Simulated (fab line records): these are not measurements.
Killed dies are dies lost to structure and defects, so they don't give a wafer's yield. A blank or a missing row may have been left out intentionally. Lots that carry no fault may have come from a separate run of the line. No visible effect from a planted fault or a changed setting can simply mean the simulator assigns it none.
Which tool is to blame? :: flow n5 finfet :: 24 lots, 72 wafers sampled, at 5 steps of a route of 1938

WHAT THE GAUGES SHOWED, per wafer
N5_HKMG_FIN_INSPECT_28: inspects for defects (darkfield).
lot: L074
measured: day 4 08:20
on: defect inspect-02
raw defect count: 18 21 19

lot: L075
measured: day 4 12:32
on: defect inspect-01
raw defect count: 43 37 28

lot: L076
measured: day 4 19:42
on: defect inspect-02
raw defect count: 34 34 26

lot: L077
measured: day 5 02:05
on: defect inspect-02
raw defect count: 41 32 27

lot: L078
measured: day 5 11:57
on: defect inspect-02
raw defect count: 60 91 65

lot: L079
measured: day 5 16:29
on: defect inspect-01
raw defect count: 45 42 88

lot: L080
measured: day 5 23:26
on: defect inspect-01
raw defect count: 27 41 34

lot: L081
measured: day 6 05:19
on: defect inspect-01
raw defect count: 29 25 27

lot: L082
measured: day 6 11:48
on: defect inspect-01
raw defect count: 36 47 51

lot: L083
measured: day 6 14:46
on: defect inspect-02
raw defect count: 71 32 65

lot: L084
measured: day 7 00:07
on: defect inspect-01
raw defect count: 27 31 43

lot: L085
measured: day 7 04:53
on: defect inspect-01
raw defect count: 33 34 48

lot: L086
measured: day 7 12:13
on: defect inspect-02
raw defect count: 40 29 21

lot: L087
measured: day 7 15:39
on: defect inspect-01
raw defect count: 64 58 49

lot: L088
measured: day 7 23:27
on: defect inspect-01
raw defect count: 49 81 66

lot: L089
measured: day 8 03:54
on: defect inspect-02
raw defect count: 45 13 39

lot: L090
measured: day 8 08:16
on: defect inspect-02
raw defect count: 29 42 31

lot: L091
measured: day 8 15:12
on: defect inspect-01
raw defect count: 62 33 37

lot: L092
measured: day 8 21:56
on: defect inspect-01
raw defect count: 51 40 38

lot: L093
measured: day 9 05:43
on: defect inspect-01
raw defect count: 21 39 39

lot: L094
measured: day 9 07:15
on: defect inspect-02
raw defect count: 26 29 25

lot: L095
measured: day 9 14:34
on: defect inspect-02
raw defect count: 19 30 24

lot: L096
measured: day 10 05:04
on: defect inspect-02
raw defect count: 29 25 29

lot: L097
measured: day 10 08:13
on: defect inspect-01
raw defect count: 22 17 47

WHAT TOOL EACH LOT RAN ON (gives the tool, then ch and the chambers of the sampled wafers, and finally the start)
lot: L074
N5_HKMG_FIN_DESCUM_53: rie diel-06 ch 1,2,3, day 4 00:21
N5_HKMG_FIN_STRIP_92: rie diel-01 ch 0,1,3, day 4 04:25
N5_HKMG_FIN_STRIP_88: plasma asher-02 ch 0,1, day 4 05:32
N5_HKMG_FIN_CMP_94: cmp-04 ch 0,2, day 4 08:06

lot: L075
N5_HKMG_FIN_DESCUM_53: rie diel-06 ch 2,3, day 4 04:53
N5_HKMG_FIN_STRIP_92: rie diel-06 ch 1,3, day 4 08:35
N5_HKMG_FIN_STRIP_88: plasma asher-01 ch 0,1, day 4 09:43
N5_HKMG_FIN_CMP_94: cmp-01 ch 0,2, day 4 12:18

lot: L076
N5_HKMG_FIN_DESCUM_53: rie diel-01 ch 1,2,3, day 4 11:49
N5_HKMG_FIN_STRIP_92: rie diel-01 ch 0,1,3, day 4 15:40
N5_HKMG_FIN_STRIP_88: plasma asher-01 ch 0,1, day 4 16:47
N5_HKMG_FIN_CMP_94: cmp-02 ch 0,2,3, day 4 19:28

lot: L077
N5_HKMG_FIN_DESCUM_53: rie diel-01 ch 1,2, day 4 18:03
N5_HKMG_FIN_STRIP_92: rie diel-05 ch 0,1, day 4 22:09
N5_HKMG_FIN_STRIP_88: plasma asher-02 ch 0,1, day 4 23:16
N5_HKMG_FIN_CMP_94: cmp-04 ch 0,1,2, day 5 01:55

lot: L078
N5_HKMG_FIN_DESCUM_53: rie diel-05 ch 0,1, day 5 03:57
N5_HKMG_FIN_STRIP_92: rie diel-06 ch 1,2, day 5 07:58
N5_HKMG_FIN_STRIP_88: plasma asher-01 ch 0,1, day 5 09:06
N5_HKMG_FIN_CMP_94: cmp-01 ch 0,2, day 5 11:43

lot: L079
N5_HKMG_FIN_DESCUM_53: rie diel-01 ch 0,1,2, day 5 08:20
N5_HKMG_FIN_STRIP_92: rie diel-01 ch 1,2,3, day 5 12:31
N5_HKMG_FIN_STRIP_88: plasma asher-01 ch 0,1, day 5 13:48
N5_HKMG_FIN_CMP_94: cmp-01 ch 0,1,2, day 5 16:19

lot: L080
N5_HKMG_FIN_DESCUM_53: rie diel-06 ch 0,1, day 5 15:41
N5_HKMG_FIN_STRIP_92: rie diel-01 ch 0,1, day 5 19:31
N5_HKMG_FIN_STRIP_88: plasma asher-02 ch 0,1, day 5 20:45
N5_HKMG_FIN_CMP_94: cmp-02 ch 2,3, day 5 23:12

lot: L081
N5_HKMG_FIN_DESCUM_53: rie diel-05 ch 0,3, day 5 20:02
N5_HKMG_FIN_STRIP_92: rie diel-01 ch 1,2,3, day 6 01:01
N5_HKMG_FIN_STRIP_88: plasma asher-01 ch 0,1, day 6 02:17
N5_HKMG_FIN_CMP_94: cmp-04 ch 0,1,2, day 6 05:05

lot: L082
N5_HKMG_FIN_DESCUM_53: rie diel-01 ch 0,1,3, day 6 03:49
N5_HKMG_FIN_STRIP_92: rie diel-01 ch 0,1,2, day 6 07:39
N5_HKMG_FIN_STRIP_88: plasma asher-01 ch 1, day 6 08:48
N5_HKMG_FIN_CMP_94: cmp-02 ch 2,3, day 6 11:34

lot: L083
N5_HKMG_FIN_DESCUM_53: rie diel-05 ch 2,3, day 6 06:17
N5_HKMG_FIN_STRIP_92: rie diel-01 ch 0,1,3, day 6 10:44
N5_HKMG_FIN_STRIP_88: plasma asher-02 ch 0,1, day 6 11:53
N5_HKMG_FIN_CMP_94: cmp-01 ch 0,2,3, day 6 14:32

lot: L084
N5_HKMG_FIN_DESCUM_53: rie diel-01 ch 0,3, day 6 16:02
N5_HKMG_FIN_STRIP_92: rie diel-05 ch 0,2, day 6 20:02
N5_HKMG_FIN_STRIP_88: plasma asher-02 ch 0,1, day 6 21:18
N5_HKMG_FIN_CMP_94: cmp-02 ch 1,2,3, day 6 23:55

lot: L085
N5_HKMG_FIN_DESCUM_53: rie diel-06 ch 0,1,2, day 6 20:48
N5_HKMG_FIN_STRIP_92: rie diel-05 ch 0,1,3, day 7 00:39
N5_HKMG_FIN_STRIP_88: plasma asher-02 ch 0,1, day 7 01:57
N5_HKMG_FIN_CMP_94: cmp-02 ch 0,2,3, day 7 04:39

lot: L086
N5_HKMG_FIN_DESCUM_53: rie diel-05 ch 0,1,2, day 7 03:28
N5_HKMG_FIN_STRIP_92: rie diel-05 ch 2,3, day 7 07:41
N5_HKMG_FIN_STRIP_88: plasma asher-02 ch 0,1, day 7 09:12
N5_HKMG_FIN_CMP_94: cmp-02 ch 0,1, day 7 11:59

lot: L087
N5_HKMG_FIN_DESCUM_53: rie diel-06 ch 1,2, day 7 07:58
N5_HKMG_FIN_STRIP_92: rie diel-06 ch 2,3, day 7 11:43
N5_HKMG_FIN_STRIP_88: plasma asher-02 ch 0,1, day 7 12:50
N5_HKMG_FIN_CMP_94: cmp-01 ch 1,2, day 7 15:25

lot: L088
N5_HKMG_FIN_DESCUM_53: rie diel-05 ch 0,1,2, day 7 15:32
N5_HKMG_FIN_STRIP_92: rie diel-05 ch 0,1,3, day 7 19:31
N5_HKMG_FIN_STRIP_88: plasma asher-02 ch 0, day 7 20:38
N5_HKMG_FIN_CMP_94: cmp-04 ch 0,1,2, day 7 23:15

lot: L089
N5_HKMG_FIN_DESCUM_53: rie diel-06 ch 0,3, day 7 20:00
N5_HKMG_FIN_STRIP_92: rie diel-06 ch 0,2,3, day 7 23:54
N5_HKMG_FIN_STRIP_88: plasma asher-02 ch 0,1, day 8 01:05
N5_HKMG_FIN_CMP_94: cmp-04 ch 0,1, day 8 03:40

lot: L090
N5_HKMG_FIN_DESCUM_53: rie diel-01 ch 0,1,3, day 8 00:14
N5_HKMG_FIN_STRIP_92: rie diel-06 ch 0,1,3, day 8 04:15
N5_HKMG_FIN_STRIP_88: plasma asher-01 ch 0,1, day 8 05:26
N5_HKMG_FIN_CMP_94: cmp-02 ch 1,2,3, day 8 08:01

lot: L091
N5_HKMG_FIN_DESCUM_53: rie diel-05 ch 1,2, day 8 07:01
N5_HKMG_FIN_STRIP_92: rie diel-06 ch 2,3, day 8 10:56
N5_HKMG_FIN_STRIP_88: plasma asher-01 ch 0,1, day 8 12:12
N5_HKMG_FIN_CMP_94: cmp-02 ch 0,3, day 8 14:59

lot: L092
N5_HKMG_FIN_DESCUM_53: rie diel-05 ch 0,2,3, day 8 13:07
N5_HKMG_FIN_STRIP_92: rie diel-06 ch 0,1,2, day 8 17:57
N5_HKMG_FIN_STRIP_88: plasma asher-01 ch 0,1, day 8 19:04
N5_HKMG_FIN_CMP_94: cmp-02 ch 0,1,3, day 8 21:44

lot: L093
N5_HKMG_FIN_DESCUM_53: rie diel-05 ch 0,1,2, day 8 20:54
N5_HKMG_FIN_STRIP_92: rie diel-01 ch 0,1,3, day 9 01:46
N5_HKMG_FIN_STRIP_88: plasma asher-01 ch 0,1, day 9 02:53
N5_HKMG_FIN_CMP_94: cmp-02 ch 0,2,3, day 9 05:28

lot: L094
N5_HKMG_FIN_DESCUM_53: rie diel-01 ch 0,1,3, day 8 23:21
N5_HKMG_FIN_STRIP_92: rie diel-06 ch 1,3, day 9 03:17
N5_HKMG_FIN_STRIP_88: plasma asher-02 ch 0,1, day 9 04:26
N5_HKMG_FIN_CMP_94: cmp-01 ch 0,1, day 9 07:01

lot: L095
N5_HKMG_FIN_DESCUM_53: rie diel-01 ch 1,3, day 9 06:46
N5_HKMG_FIN_STRIP_92: rie diel-01 ch 0,2,3, day 9 10:38
N5_HKMG_FIN_STRIP_88: plasma asher-01 ch 0,1, day 9 11:53
N5_HKMG_FIN_CMP_94: cmp-02 ch 1,2,3, day 9 14:20

lot: L096
N5_HKMG_FIN_DESCUM_53: rie diel-06 ch 0,2,3, day 9 20:58
N5_HKMG_FIN_STRIP_92: rie diel-05 ch 0,1,3, day 10 00:56
N5_HKMG_FIN_STRIP_88: plasma asher-02 ch 0,1, day 10 02:05
N5_HKMG_FIN_CMP_94: cmp-02 ch 0,2, day 10 04:50

lot: L097
N5_HKMG_FIN_DESCUM_53: rie diel-01 ch 0,1,2, day 10 00:29
N5_HKMG_FIN_STRIP_92: rie diel-05 ch 1,2,3, day 10 04:17
N5_HKMG_FIN_STRIP_88: plasma asher-02 ch 0,1, day 10 05:25
N5_HKMG_FIN_CMP_94: cmp-04 ch 1,2,3, day 10 08:01
- N5_HKMG_FIN_DESCUM_53: chemistry O2, time 7.9 s.
- N5_HKMG_FIN_STRIP_92: strips SOC in N2/H2, time 20 s.
- N5_HKMG_FIN_STRIP_88: strips in N2/H2, time 360 s.
- N5_HKMG_FIN_CMP_94: polishes, stops on SiNx, t overpolish 4.7 s, target thk 43.299 nm.

WHAT THE TOOLS THEMSELVES READ (means of the sampled wafers that have a number; where no wafer has one, the mark that the record gives instead)
N5_HKMG_FIN_DESCUM_53.
lot: L074
tool: rie diel-06
drypump motor current A (A): 5.9
oes product au (a.u.): 0.80
rf vpp V (V): 244.8
showerhead plenum p Torr (Torr): 2.17
throttle valve pct (%): 20.64

lot: L075
tool: rie diel-06
drypump motor current A (A): 5.8
oes product au (a.u.): 0.72
rf vpp V (V): 243.1
showerhead plenum p Torr (Torr): 2.11
throttle valve pct (%): 20.68

lot: L076
tool: rie diel-01
drypump motor current A (A): 5.4
oes product au (a.u.): 0.78
rf vpp V (V): 242.2
showerhead plenum p Torr (Torr): 2.05
throttle valve pct (%): 20.25

lot: L077
tool: rie diel-01
drypump motor current A (A): 5.5
oes product au (a.u.): 0.75
rf vpp V (V): 242.0
showerhead plenum p Torr (Torr): 2.07
throttle valve pct (%): 20.42

lot: L078
tool: rie diel-05
drypump motor current A (A): 5.7
oes product au (a.u.): 0.84
rf vpp V (V): 242.9
showerhead plenum p Torr (Torr): 2.08
throttle valve pct (%): 20.24

lot: L079
tool: rie diel-01
drypump motor current A (A): 5.7
oes product au (a.u.): 0.74
rf vpp V (V): 242.9
showerhead plenum p Torr (Torr): 2.06
throttle valve pct (%): 20.51

lot: L080
tool: rie diel-06
drypump motor current A (A): 5.8
oes product au (a.u.): 0.90
rf vpp V (V): 245.6
showerhead plenum p Torr (Torr): 2.23
throttle valve pct (%): 20.51

lot: L081
tool: rie diel-05
drypump motor current A (A): 5.2
oes product au (a.u.): 0.95
rf vpp V (V): 244.7
showerhead plenum p Torr (Torr): 2.17
throttle valve pct (%): 20.17

lot: L082
tool: rie diel-01
drypump motor current A (A): 5.8
oes product au (a.u.): 0.74
rf vpp V (V): 243.4
showerhead plenum p Torr (Torr): 2.06
throttle valve pct (%): 20.44

lot: L083
tool: rie diel-05
drypump motor current A (A): 5.4
oes product au (a.u.): 0.90
rf vpp V (V): 243.8
showerhead plenum p Torr (Torr): 2.10
throttle valve pct (%): 20.42

lot: L084
tool: rie diel-01
drypump motor current A (A): 5.9
oes product au (a.u.): 0.74
rf vpp V (V): 242.4
showerhead plenum p Torr (Torr): 2.06
throttle valve pct (%): 20.54

lot: L085
tool: rie diel-06
drypump motor current A (A): 5.6
oes product au (a.u.): 0.82
rf vpp V (V): 243.6
showerhead plenum p Torr (Torr): 2.18
throttle valve pct (%): 20.57

lot: L086
tool: rie diel-05
drypump motor current A (A): 5.7
oes product au (a.u.): 0.90
rf vpp V (V): 243.0
showerhead plenum p Torr (Torr): 2.07
throttle valve pct (%): 20.26

lot: L087
tool: rie diel-06
drypump motor current A (A): 6.1
oes product au (a.u.): 0.83
rf vpp V (V): 243.8
showerhead plenum p Torr (Torr): 2.18
throttle valve pct (%): 20.55

lot: L088
tool: rie diel-05
drypump motor current A (A): 5.8
oes product au (a.u.): 0.89
rf vpp V (V): 242.2
showerhead plenum p Torr (Torr): 2.07
throttle valve pct (%): 20.26

lot: L089
tool: rie diel-06
drypump motor current A (A): 5.4
oes product au (a.u.): 0.74
rf vpp V (V): 244.4
showerhead plenum p Torr (Torr): 2.18
throttle valve pct (%): 20.78

lot: L090
tool: rie diel-01
drypump motor current A (A): 5.7
oes product au (a.u.): 0.73
rf vpp V (V): 241.2
showerhead plenum p Torr (Torr): 2.06
throttle valve pct (%): 20.46

lot: L091
tool: rie diel-05
drypump motor current A (A): 6.0
oes product au (a.u.): 0.89
rf vpp V (V): 243.1
showerhead plenum p Torr (Torr): 2.10
throttle valve pct (%): 20.28

lot: L092
tool: rie diel-05
drypump motor current A (A): 5.4
oes product au (a.u.): 0.88
rf vpp V (V): 243.4
showerhead plenum p Torr (Torr): 2.09
throttle valve pct (%): 20.32

lot: L093
tool: rie diel-05
drypump motor current A (A): 5.8
oes product au (a.u.): 0.87
rf vpp V (V): 242.9
showerhead plenum p Torr (Torr): 2.07
throttle valve pct (%): 20.28

lot: L094
tool: rie diel-01
drypump motor current A (A): 5.7
oes product au (a.u.): 0.73
rf vpp V (V): 241.3
showerhead plenum p Torr (Torr): 2.06
throttle valve pct (%): 20.47

lot: L095
tool: rie diel-01
drypump motor current A (A): 5.5
oes product au (a.u.): 0.76
rf vpp V (V): 241.6
showerhead plenum p Torr (Torr): 2.04
throttle valve pct (%): 20.22

lot: L096
tool: rie diel-06
drypump motor current A (A): 5.4
oes product au (a.u.): 0.74
rf vpp V (V): 244.1
showerhead plenum p Torr (Torr): 2.14
throttle valve pct (%): 20.74

lot: L097
tool: rie diel-01
drypump motor current A (A): 5.7
oes product au (a.u.): 0.72
rf vpp V (V): 242.5
showerhead plenum p Torr (Torr): 2.05
throttle valve pct (%): 20.57

N5_HKMG_FIN_STRIP_92.
lot: L074
tool: rie diel-01
drypump motor current A (A): 5.8
oes product au (a.u.): 0.77
rf vpp V (V): 53.8
showerhead plenum p Torr (Torr): 3.32
throttle valve pct (%): 19.13

lot: L075
tool: rie diel-06
drypump motor current A (A): 6.0
oes product au (a.u.): 0.86
rf vpp V (V): 54.3
showerhead plenum p Torr (Torr): 3.54
throttle valve pct (%): 19.23

lot: L076
tool: rie diel-01
drypump motor current A (A): 5.7
oes product au (a.u.): 0.76
rf vpp V (V): 54.5
showerhead plenum p Torr (Torr): 3.32
throttle valve pct (%): 19.14

lot: L077
tool: rie diel-05
drypump motor current A (A): 5.7
oes product au (a.u.): 0.84
rf vpp V (V): 53.6
showerhead plenum p Torr (Torr): 3.34
throttle valve pct (%): 18.89

lot: L078
tool: rie diel-06
drypump motor current A (A): 6.1
oes product au (a.u.): 0.85
rf vpp V (V): 54.5
showerhead plenum p Torr (Torr): 3.50
throttle valve pct (%): 19.19

lot: L079
tool: rie diel-01
drypump motor current A (A): 5.4
oes product au (a.u.): 0.78
rf vpp V (V): 54.0
showerhead plenum p Torr (Torr): 3.28
throttle valve pct (%): 19.12

lot: L080
tool: rie diel-01
drypump motor current A (A): 5.8
oes product au (a.u.): 0.71
rf vpp V (V): 53.8
showerhead plenum p Torr (Torr): 3.33
throttle valve pct (%): 19.22

lot: L081
tool: rie diel-01
drypump motor current A (A): 5.5
oes product au (a.u.): 0.77
rf vpp V (V): 53.9
showerhead plenum p Torr (Torr): 3.28
throttle valve pct (%): 19.13

lot: L082
tool: rie diel-01
drypump motor current A (A): 5.7
oes product au (a.u.): 0.73
rf vpp V (V): 54.1
showerhead plenum p Torr (Torr): 3.30
throttle valve pct (%): 19.27

lot: L083
tool: rie diel-01
drypump motor current A (A): 5.7
oes product au (a.u.): 0.75
rf vpp V (V): 54.4
showerhead plenum p Torr (Torr): 3.31
throttle valve pct (%): 19.17

lot: L084
tool: rie diel-05
drypump motor current A (A): 5.6
oes product au (a.u.): 0.89
rf vpp V (V): 53.4
showerhead plenum p Torr (Torr): 3.28
throttle valve pct (%): 19.01

lot: L085
tool: rie diel-05
drypump motor current A (A): 5.5
oes product au (a.u.): 0.93
rf vpp V (V): 53.9
showerhead plenum p Torr (Torr): 3.42
throttle valve pct (%): 18.64

lot: L086
tool: rie diel-05
drypump motor current A (A): 5.5
oes product au (a.u.): 0.89
rf vpp V (V): 54.1
showerhead plenum p Torr (Torr): 3.37
throttle valve pct (%): 18.89

lot: L087
tool: rie diel-06
drypump motor current A (A): 5.8
oes product au (a.u.): 0.71
rf vpp V (V): 53.6
showerhead plenum p Torr (Torr): 3.37
throttle valve pct (%): 19.11

lot: L088
tool: rie diel-05
drypump motor current A (A): 5.6
oes product au (a.u.): 0.90
rf vpp V (V): 55.8
showerhead plenum p Torr (Torr): 3.42
throttle valve pct (%): 18.66

lot: L089
tool: rie diel-06
drypump motor current A (A): 5.4
oes product au (a.u.): 0.75
rf vpp V (V): 54.6
showerhead plenum p Torr (Torr): 3.44
throttle valve pct (%): 19.02

lot: L090
tool: rie diel-06
drypump motor current A (A): 5.6
oes product au (a.u.): 0.80
rf vpp V (V): 54.8
showerhead plenum p Torr (Torr): 3.51
throttle valve pct (%): 19.11

lot: L091
tool: rie diel-06
drypump motor current A (A): 5.8
oes product au (a.u.): 0.71
rf vpp V (V): 54.0
showerhead plenum p Torr (Torr): 3.37
throttle valve pct (%): 19.13

lot: L092
tool: rie diel-06
drypump motor current A (A): 5.6
oes product au (a.u.): 0.81
rf vpp V (V): 54.8
showerhead plenum p Torr (Torr): 3.47
throttle valve pct (%): 19.05

lot: L093
tool: rie diel-01
drypump motor current A (A): 5.8
oes product au (a.u.): 0.72
rf vpp V (V): 54.2
showerhead plenum p Torr (Torr): 3.30
throttle valve pct (%): 19.20

lot: L094
tool: rie diel-06
drypump motor current A (A): 6.1
oes product au (a.u.): 0.81
rf vpp V (V): 54.6
showerhead plenum p Torr (Torr): 3.52
throttle valve pct (%): 19.27

lot: L095
tool: rie diel-01
drypump motor current A (A): 5.6
oes product au (a.u.): 0.75
rf vpp V (V): 54.2
showerhead plenum p Torr (Torr): 3.27
throttle valve pct (%): 19.26

lot: L096
tool: rie diel-05
drypump motor current A (A): 5.5
oes product au (a.u.): 0.87
rf vpp V (V): 54.8
showerhead plenum p Torr (Torr): 3.41
throttle valve pct (%): 18.68

lot: L097
tool: rie diel-05
drypump motor current A (A): 5.6
oes product au (a.u.): 0.87
rf vpp V (V): 54.6
showerhead plenum p Torr (Torr): 3.40
throttle valve pct (%): 18.84

N5_HKMG_FIN_STRIP_88.
lot: L074
tool: plasma asher-02
drypump motor current A (A): 5.8
heater power w (W): 453

lot: L075
tool: plasma asher-01
drypump motor current A (A): 4.8
heater power w (W): 505

lot: L076
tool: plasma asher-01
drypump motor current A (A): 5.0
heater power w (W): 476

lot: L077
tool: plasma asher-02
drypump motor current A (A): 5.8
heater power w (W): 455

lot: L078
tool: plasma asher-01
drypump motor current A (A): 4.8
heater power w (W): 501

lot: L079
tool: plasma asher-01
drypump motor current A (A): 5.0
heater power w (W): 477

lot: L080
tool: plasma asher-02
drypump motor current A (A): 5.8
heater power w (W): 453

lot: L081
tool: plasma asher-01
drypump motor current A (A): 5.0
heater power w (W): 479

lot: L082
tool: plasma asher-01
drypump motor current A (A): 4.7
heater power w (W): 521

lot: L083
tool: plasma asher-02
drypump motor current A (A): 5.8
heater power w (W): 450

lot: L084
tool: plasma asher-02
drypump motor current A (A): 5.9
heater power w (W): 383

lot: L085
tool: plasma asher-02
drypump motor current A (A): 5.8
heater power w (W): 455

lot: L086
tool: plasma asher-02
drypump motor current A (A): 5.8
heater power w (W): 452

lot: L087
tool: plasma asher-02
drypump motor current A (A): 5.9
heater power w (W): 387

lot: L088
tool: plasma asher-02
drypump motor current A (A): 5.7
heater power w (W): 513

lot: L089
tool: plasma asher-02
drypump motor current A (A): 5.9
heater power w (W): 385

lot: L090
tool: plasma asher-01
drypump motor current A (A): 5.0
heater power w (W): 476

lot: L091
tool: plasma asher-01
drypump motor current A (A): 4.9
heater power w (W): 495

lot: L092
tool: plasma asher-01
drypump motor current A (A): 5.0
heater power w (W): 484

lot: L093
tool: plasma asher-01
drypump motor current A (A): 4.8
heater power w (W): 498

lot: L094
tool: plasma asher-02
drypump motor current A (A): 5.9
heater power w (W): 391

lot: L095
tool: plasma asher-01
drypump motor current A (A): 5.0
heater power w (W): 479

lot: L096
tool: plasma asher-02
drypump motor current A (A): 5.8
heater power w (W): 451

lot: L097
tool: plasma asher-02
drypump motor current A (A): 5.9
heater power w (W): 381

N5_HKMG_FIN_CMP_94.
lot: L074
tool: cmp-04
head pressure psi (psi): 3.995
motor current A (A): 13.0

lot: L075
tool: cmp-01
head pressure psi (psi): 4.001
motor current A (A): 11.4

lot: L076
tool: cmp-02
head pressure psi (psi): 3.997
motor current A (A): 12.2

lot: L077
tool: cmp-04
head pressure psi (psi): 4.007
motor current A (A): 12.3

lot: L078
tool: cmp-01
head pressure psi (psi): 4.001
motor current A (A): 12.2

lot: L079
tool: cmp-01
head pressure psi (psi): 4.000
motor current A (A): 12.0

lot: L080
tool: cmp-02
head pressure psi (psi): 3.996
motor current A (A): 11.4

lot: L081
tool: cmp-04
head pressure psi (psi): 3.996
motor current A (A): 12.5

lot: L082
tool: cmp-02
head pressure psi (psi): 3.996
motor current A (A): 11.4

lot: L083
tool: cmp-01
head pressure psi (psi): 4.001
motor current A (A): 11.2

lot: L084
tool: cmp-02
head pressure psi (psi): 4.002
motor current A (A): 11.2

lot: L085
tool: cmp-02
head pressure psi (psi): 4.001
motor current A (A): 12.2

lot: L086
tool: cmp-02
head pressure psi (psi): 3.998
motor current A (A): 11.1

lot: L087
tool: cmp-01
head pressure psi (psi): 4.009
motor current A (A): 11.2

lot: L088
tool: cmp-04
head pressure psi (psi): 3.997
motor current A (A): 12.6

lot: L089
tool: cmp-04
head pressure psi (psi): 4.004
motor current A (A): 13.3

lot: L090
tool: cmp-02
head pressure psi (psi): 3.998
motor current A (A): 10.9

lot: L091
tool: cmp-02
head pressure psi (psi): 3.996
motor current A (A): 12.6

lot: L092
tool: cmp-02
head pressure psi (psi): 4.005
motor current A (A): 11.9

lot: L093
tool: cmp-02
head pressure psi (psi): 4.002
motor current A (A): 11.9

lot: L094
tool: cmp-01
head pressure psi (psi): 3.991
motor current A (A): 11.8

lot: L095
tool: cmp-02
head pressure psi (psi): 4.001
motor current A (A): 11.2

lot: L096
tool: cmp-02
head pressure psi (psi): 4.004
motor current A (A): 11.7

lot: L097
tool: cmp-04
head pressure psi (psi): 3.991
motor current A (A): 10.9

THE ANSWER, worked out from the rows above alone
Rule: usual is defined by the lots themselves. The widest of any qualifying gaps counts: lots, ordered by their means at a reading, are off when they make up no more than a third of the lots, leave a main group of 4 or more, and stand apart from it by 3 or more times the standard deviation of that group's means. If all means in a main group match to the digits the tables above print for the reading, that group is not used. A lot without any number at a reading at which 4 lots or more have one is off too. All remaining lots with rows at the step are treated as sound. Order of review: gauges by route order, followed by the tools' own readings, for which a lot's mean as printed above is used. At the first step where some lot is off, the reading lying furthest off is the one used; lots without a number count as furthest.
Across all readings shown, no lot is off: no conclusion can be drawn from this.

WHAT THE SIMULATOR HAD INSERTED
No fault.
